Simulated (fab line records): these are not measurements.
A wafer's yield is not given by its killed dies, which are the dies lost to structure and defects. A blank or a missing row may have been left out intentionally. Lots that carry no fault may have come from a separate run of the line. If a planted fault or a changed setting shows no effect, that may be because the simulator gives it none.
The tool behind it: which one? | flow n5Finfet | 10 lots with 27 wafers sampled at 6 steps, on a route of 1938 steps

## WHAT EACH GAUGE READ, for each wafer
N5_BEOL_M4_RC_MEAS_101.
lot  | measured     | on        | DIBL_N (mV/V)
L923 | day 7 15:56  | prober-01 | 40.9 39.8 36.5
L924 | day 8 20:15  | prober-02 | 36.7 34.7 39.2
L929 | day 9 23:12  | prober-01 | 35.3 32.9
L932 | day 11 02:52 | prober-01 | 36.3 39.2
L933 | day 11 04:00 | prober-02 | 39.6 34.5
L935 | day 11 08:05 | prober-01 | 35.0 38.4 38.7
L936 | day 11 10:07 | prober-01 | 35.5 33.3 35.3
L944 | day 14 04:22 | prober-01 | 36.3 36.6 35.2
L945 | day 14 07:43 | prober-02 | 37.5 37.7 36.6
L946 | day 14 06:26 | prober-01 | 37.2 37.9 39.3

## WHAT TOOL EACH LOT RAN ON (gives the tool, then ch and the chambers of the sampled wafers, and finally the start)
lot  | N5_BEOL_M2_PECVD_72            | N5_BEOL_M2_SPUTTER_86       | N5_BEOL_M2_ANNEAL_91        | N5_BEOL_M2_ANNEAL_95        | N5_BEOL_M2_CMP_52
L923 | pecvd-03 ch 0,2, day 6 11:16   | pvdSputter-02, day 6 16:22  | pvdSputter-02, day 6 16:53  | pvdSputter-02, day 6 17:20  | cmp-01 ch 0,1,2, day 6 17:58
L924 | pecvd-04 ch 0,1,2, day 6 22:03 | pvdSputter-02, day 7 04:19  | pvdSputter-02, day 7 04:50  | pvdSputter-02, day 7 05:17  | cmp-02 ch 0,1, day 7 05:56
L929 | pecvd-04 ch 1, day 7 20:09     | pvdSputter-03, day 8 19:52  | pvdSputter-03, day 8 20:23  | pvdSputter-03, day 8 20:49  | cmp-01 ch 0,1, day 8 21:29
L932 | pecvd-04 ch 0,2, day 9 02:49   | pvdSputter-01, day 9 16:20  | pvdSputter-01, day 9 16:52  | pvdSputter-01, day 9 17:18  | cmp-03 ch 1,3, day 9 18:03
L933 | pecvd-04 ch 0, day 9 04:49     | pvdSputter-03, day 9 17:12  | pvdSputter-03, day 9 17:43  | pvdSputter-03, day 9 18:10  | cmp-02 ch 2,3, day 9 18:52
L935 | pecvd-02 ch 1,2, day 9 16:44   | pvdSputter-01, day 10 01:38 | pvdSputter-01, day 10 02:10 | pvdSputter-01, day 10 02:36 | cmp-01 ch 0,1,2, day 10 03:40
L936 | pecvd-02 ch 0,1, day 9 23:14   | pvdSputter-01, day 10 05:19 | pvdSputter-01, day 10 05:50 | pvdSputter-01, day 10 06:16 | cmp-03 ch 1,3, day 10 06:54
L944 | pecvd-04 ch 1,2, day 12 03:14  | pvdSputter-03, day 12 13:26 | pvdSputter-03, day 12 13:58 | pvdSputter-03, day 12 14:24 | cmp-02 ch 0,2, day 12 15:02
L945 | pecvd-04 ch 0,1, day 12 07:51  | pvdSputter-03, day 12 15:17 | pvdSputter-03, day 12 15:48 | pvdSputter-03, day 12 16:14 | cmp-02 ch 0,2, day 12 16:53
L946 | pecvd-04 ch 0,2, day 12 08:07  | pvdSputter-03, day 12 17:31 | pvdSputter-03, day 12 18:02 | pvdSputter-03, day 12 18:29 | cmp-01 ch 0,1,2, day 12 19:09
- N5_BEOL_M2_PECVD_72: deposits SiO2 from TEOS/O2, target thk 16 nm, time 18 s.
- N5_BEOL_M2_SPUTTER_86: material Cu, target thk 4.5 nm, time 8.29 s.
- N5_BEOL_M2_ANNEAL_91: time 240 s.
- N5_BEOL_M2_ANNEAL_95: time 240 s.
- N5_BEOL_M2_CMP_52: polishes, stops on SiOC, t overpolish 6.8 s, target thk 40 nm.

## THE ANSWER, worked out from the rows above alone
Rule: the lots themselves supply what counts as usual. The widest of any qualifying gaps counts: lots, ordered by their means at a reading, are off when they make up no more than a third of the lots, leave a main group of 4 or more, and stand apart from it by 3 or more times the standard deviation of that group's means. A main group whose means are all the same, to the digits that the tables above print for the reading, isn't used. A lot without any number at a reading at which 4 lots or more have one is off too. The other lots that the step has rows for count as sound.
No lot is off on any of the readings shown, so nothing can be concluded from this.

## WHAT THE SIMULATOR HAD PUT IN
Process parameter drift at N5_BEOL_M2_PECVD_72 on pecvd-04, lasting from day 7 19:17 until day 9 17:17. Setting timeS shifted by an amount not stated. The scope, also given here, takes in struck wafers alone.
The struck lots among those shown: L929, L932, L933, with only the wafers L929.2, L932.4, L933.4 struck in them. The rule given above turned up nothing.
